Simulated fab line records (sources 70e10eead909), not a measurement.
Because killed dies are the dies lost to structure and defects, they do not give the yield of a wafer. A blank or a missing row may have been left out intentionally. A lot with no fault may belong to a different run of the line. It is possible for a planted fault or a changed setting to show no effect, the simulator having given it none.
Matching of chambers / flow nand-harc / NHARC_A_CHANNEL_FILL_D1_ALD_14 on ald-hk-03 has 4 sister chambers
The step deposits SiO2, target thk 2.5 nm, pulse time 10 s, ald cycles 25. 4 wafers are shown with their chamber, then 8 later ones without.

## WAFERS WITH THEIR CHAMBER
wafer=L842.2; chamber=0; heater-power-w (W)=491
wafer=L844.5; chamber=1; heater-power-w (W)=422
wafer=L844.6; chamber=2; heater-power-w (W)=380
wafer=L846.1; chamber=3; heater-power-w (W)=477

## WAFERS WHOSE CHAMBER IS MISSING
wafer=L846.2; heater-power-w (W)=421
wafer=L846.5; heater-power-w (W)=496
wafer=L848.2; heater-power-w (W)=467
wafer=L848.5; heater-power-w (W)=499
wafer=L848.6; heater-power-w (W)=429
wafer=L849.1; heater-power-w (W)=381
wafer=L849.2; heater-power-w (W)=500
wafer=L849.5; heater-power-w (W)=461

## THE CHAMBER EACH PASSED THROUGH
wafer=L846.2; from the rows above=1; in truth=1
wafer=L846.5; from the rows above=can't be placed: 0 or 3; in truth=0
wafer=L848.2; from the rows above=can't be placed: 3 or 0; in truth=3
wafer=L848.5; from the rows above=can't be placed: 0 or 3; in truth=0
wafer=L848.6; from the rows above=1; in truth=1
wafer=L849.1; from the rows above=2; in truth=2
wafer=L849.2; from the rows above=can't be placed: 0 or 3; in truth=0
wafer=L849.5; from the rows above=can't be placed: 3 or 0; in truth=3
3 of 8 placed correctly. From these rows, 5 cannot be placed; in 5 the true chamber is one of the candidates. Wrongly placed: 0.
How it was worked out, from the rows above alone: a wafer's distance from a chamber is the root of the sum, over the readings, of the square of ((its reading less the chamber's mean) divided by the reading's scatter). If the next closest chamber is less than 2 further off than the closest, the wafer can't be placed; otherwise it belongs to the closest. The mean given for a chamber averages the wafers shown for that chamber. The scatter: root of mean squared gap, hidden wafer to nearest shown wafer, with one shown wafer a chamber.
